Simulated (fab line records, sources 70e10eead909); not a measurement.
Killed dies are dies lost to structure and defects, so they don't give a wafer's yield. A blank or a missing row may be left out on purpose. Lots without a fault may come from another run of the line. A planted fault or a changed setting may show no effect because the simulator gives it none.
Chamber matching | flow nand_harc | NHARC_A_STAIRCASE_DEP_156 on pecvd-01: 3 sister chambers
The step deposits SiNx, target thk 50 nm. 14 wafers are shown with their chamber, then 7 later ones without.

WAFERS WITH THEIR CHAMBER
wafer  | chamber | showerhead_vpp_V (V) | heater_power_w (W)
L084.2 | 2       | 1255                 | 712
L084.3 | 1       | 1227                 | 895
L084.4 | 2       | 1265                 | 752
L089.3 | 1       | 1229                 | 770
L089.5 | 0       | 1333                 | 769
L089.6 | 1       | 1220                 | 773
L087.4 | 0       | 1324                 | 651
L087.5 | 2       | 1278                 | 733
L087.6 | 1       | 1216                 | 829
L086.3 | 0       | 1323                 | 745
L086.4 | 2       | 1261                 | 757
L086.6 | 0       | 1315                 | 737
L094.2 | 2       | 1251                 | 738
L094.3 | 1       | 1207                 | 772

SIGNATURES (means of the wafers above)
reading          | chamber 0 | chamber 1 | chamber 2 | scatter within a chamber
showerhead_vpp_V | 1323.75   | 1219.80   | 1262.00   | 9.11
heater_power_w   | 725.50    | 807.80    | 738.40    | 43.9
Rule: a wafer's distance from a chamber is the root of the sum, over the readings, of the square of ((its reading less the chamber's mean) divided by the reading's scatter). The wafer belongs to the nearest chamber; if the next one is less than 2 further off, it can't be placed. The scatter: the root of (the sum of the squares of (reading less its chamber's mean) over the shown wafers, divided by (wafers less chambers)).

WAFERS WITHOUT THEIR CHAMBER
wafer  | showerhead_vpp_V (V) | heater_power_w (W)
L094.5 | 1204                 | 775
L095.1 | 1222                 | 837
L095.2 | 1258                 | 739
L095.4 | 1207                 | 861
L097.1 | 1267                 | 756
L097.2 | 1216                 | 892
L097.5 | 1282                 | 768

WHICH CHAMBER EACH WENT THROUGH
wafer  | from the rows above | in truth
L094.5 | 1                   | 1
L095.1 | 1                   | 1
L095.2 | 2                   | 2
L095.4 | 1                   | 1
L097.1 | 2                   | 2
L097.2 | 1                   | 1
L097.5 | 2                   | 2
Placed correctly: 7 of 7. Can't be placed from these rows: 0. Placed wrongly: 0.
